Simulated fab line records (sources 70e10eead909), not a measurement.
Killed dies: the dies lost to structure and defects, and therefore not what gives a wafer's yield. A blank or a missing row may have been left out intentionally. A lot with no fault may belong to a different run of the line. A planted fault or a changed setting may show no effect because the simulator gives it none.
Chamber matching || flow nand_harc || 4 sister chambers for NHARC_P_M0_ETCH_34 on rie_diel-07
The step etches the open film in N2/H2, target depth 40 nm, overetch 12 nm, time 43.94 s. 4 wafers are shown with their chamber, then 9 later ones without.

== WAFERS PAIRED WITH THEIR CHAMBERS ==
{"wafer": "L079.6", "chamber": 3, "drypump_motor_current_A (A)": 6.5}
{"wafer": "L087.5", "chamber": 1, "drypump_motor_current_A (A)": 5.6}
{"wafer": "L086.2", "chamber": 0, "drypump_motor_current_A (A)": 5.2}
{"wafer": "L086.5", "chamber": 2, "drypump_motor_current_A (A)": 4.9}

== WAFERS WHOSE CHAMBER IS MISSING ==
{"wafer": "L089.1", "drypump_motor_current_A (A)": 5.2}
{"wafer": "L089.3", "drypump_motor_current_A (A)": 5.6}
{"wafer": "L089.4", "drypump_motor_current_A (A)": 5.0}
{"wafer": "L092.4", "drypump_motor_current_A (A)": 5.2}
{"wafer": "L092.5", "drypump_motor_current_A (A)": 5.6}
{"wafer": "L092.6", "drypump_motor_current_A (A)": 5.2}
{"wafer": "L097.1", "drypump_motor_current_A (A)": 5.2}
{"wafer": "L097.4", "drypump_motor_current_A (A)": 5.6}
{"wafer": "L097.5", "drypump_motor_current_A (A)": 5.2}

== WHICH CHAMBER EACH ONE RAN IN ==
{"wafer": "L089.1", "from the rows above": 0, "in truth": 0}
{"wafer": "L089.3", "from the rows above": 1, "in truth": 1}
{"wafer": "L089.4", "from the rows above": 2, "in truth": 2}
{"wafer": "L092.4", "from the rows above": 0, "in truth": 0}
{"wafer": "L092.5", "from the rows above": 1, "in truth": 1}
{"wafer": "L092.6", "from the rows above": 0, "in truth": 0}
{"wafer": "L097.1", "from the rows above": 0, "in truth": 0}
{"wafer": "L097.4", "from the rows above": 1, "in truth": 1}
{"wafer": "L097.5", "from the rows above": 0, "in truth": 0}
9 of 9 placed correctly. From these rows, 0 cannot be placed. 0 placed wrongly.
How it was worked out, from the rows above alone: a wafer's distance from a chamber is the root of the sum, over the readings, of the square of ((its reading less the chamber's mean) divided by the reading's scatter). If the next closest chamber is less than 2 further off than the closest, the wafer can't be placed; otherwise it belongs to the closest. Each chamber's mean is taken over the wafers shown for it. The scatter (one wafer shown for each chamber): square how far every hidden wafer sits from the nearest shown wafer, average those squares and take the square root.
